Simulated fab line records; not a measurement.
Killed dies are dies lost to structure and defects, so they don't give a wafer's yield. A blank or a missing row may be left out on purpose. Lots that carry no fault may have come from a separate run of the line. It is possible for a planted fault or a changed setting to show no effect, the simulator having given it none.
Matching of chambers -- flow n5-finfet -- N5_HKMG_FIN_ALD_74 on ald-hk-02 has 3 sister chambers
The step deposits La2O3, target thk 0.5 nm, pulse time 6 s, co reactant pulse time 1 s. 6 wafers are shown with their chamber, then 7 later ones without.

== WAFERS PAIRED WITH THEIR CHAMBERS ==
wafer,chamber,heater-power-w (W),precursor-pulse-height-rel
L085.1,1,321,0.968
L085.3,3,342,1.002
L088.3,2,321,0.982
L088.5,1,329,0.985
L088.6,2,331,0.995
L091.1,3,351,0.999

== WAFERS WITHOUT THEIR CHAMBER ==
wafer,heater-power-w (W),precursor-pulse-height-rel
L091.2,331,0.972
L091.4,337,0.983
L094.2,332,0.980
L094.3,351,0.984
L094.4,330,1.030
L097.1,345,0.998
L097.2,326,1.007

== WHICH CHAMBER EACH WENT THROUGH ==
wafer,from the rows above,in truth
L091.2,can't be placed: 1 or 2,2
L091.4,can't be placed: 2 or 1 or 3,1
L094.2,can't be placed: 1 or 2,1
L094.3,can't be placed: 3 or 2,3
L094.4,can't be placed: 3 or 2 or 1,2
L097.1,3,3
L097.2,can't be placed: 2 or 3 or 1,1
Correctly placed: 1 of 7. From these rows, 6 cannot be placed; in 6 the true chamber is one of the candidates. 0 placed wrongly.
How it was worked out, from the rows above alone: a wafer's distance from a chamber is the root of the sum, over the readings, of the square of ((its reading less the chamber's mean) divided by the reading's scatter). If the next closest chamber is less than 2 further off than the closest, the wafer can't be placed; otherwise it belongs to the closest. The mean given for a chamber averages the wafers shown for that chamber. The scatter: the root of (the sum of the squares of (reading less its chamber's mean) over the shown wafers, divided by (wafers less chambers)).
